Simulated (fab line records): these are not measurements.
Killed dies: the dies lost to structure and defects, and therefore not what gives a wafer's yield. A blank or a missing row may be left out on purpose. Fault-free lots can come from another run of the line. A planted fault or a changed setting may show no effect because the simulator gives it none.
The tool behind it: which one? / flow n5Finfet / at 1 step of a route of 1938, 6 lots with 17 wafers sampled

== WHAT EACH GAUGE READ, for each wafer ==
N5_STI_FIN_REVEAL_CD_MEAS_22: target cd 6.238 nm, pitch 28 nm.
lot=L149; measured=day 3 07:43; on=cdSem-02; cdNm (nm)=6.3 6.2 5.9
lot=L151; measured=day 3 19:19; on=cdSem-01; cdNm (nm)=6.8 6.7 6.1
lot=L154; measured=day 4 17:02; on=cdSem-01; cdNm (nm)=6.1 5.8 6.0
lot=L156; measured=day 5 05:19; on=cdSem-01; cdNm (nm)=5.7 6.5 6.5
lot=L158; measured=day 5 15:03; on=cdSem-02; cdNm (nm)=6.3 6.3 6.2
lot=L167; measured=day 7 20:39; on=cdSem-02; cdNm (nm)=5.8 6.4

== TOOL THAT RAN EACH LOT (tool first, then ch and the chambers of the sampled wafers, then the start) ==
No process step before these readings appears in the record.

== THE ANSWER, worked out from the rows above alone ==
Rule: the lots themselves supply what counts as usual. The widest of any qualifying gaps counts: lots, ordered by their means at a reading, are off when they make up no more than a third of the lots, leave a main group of 4 or more, and stand apart from it by 3 or more times the standard deviation of that group's means. A main group whose means are all the same, to the digits that the tables above print for the reading, isn't used. A lot without any number at a reading at which 4 lots or more have one is off too. The other lots that the step has rows for count as sound.
Nothing can be told from this: no lot is off at any reading shown.

== WHAT WAS PUT IN BY THE SIMULATOR ==
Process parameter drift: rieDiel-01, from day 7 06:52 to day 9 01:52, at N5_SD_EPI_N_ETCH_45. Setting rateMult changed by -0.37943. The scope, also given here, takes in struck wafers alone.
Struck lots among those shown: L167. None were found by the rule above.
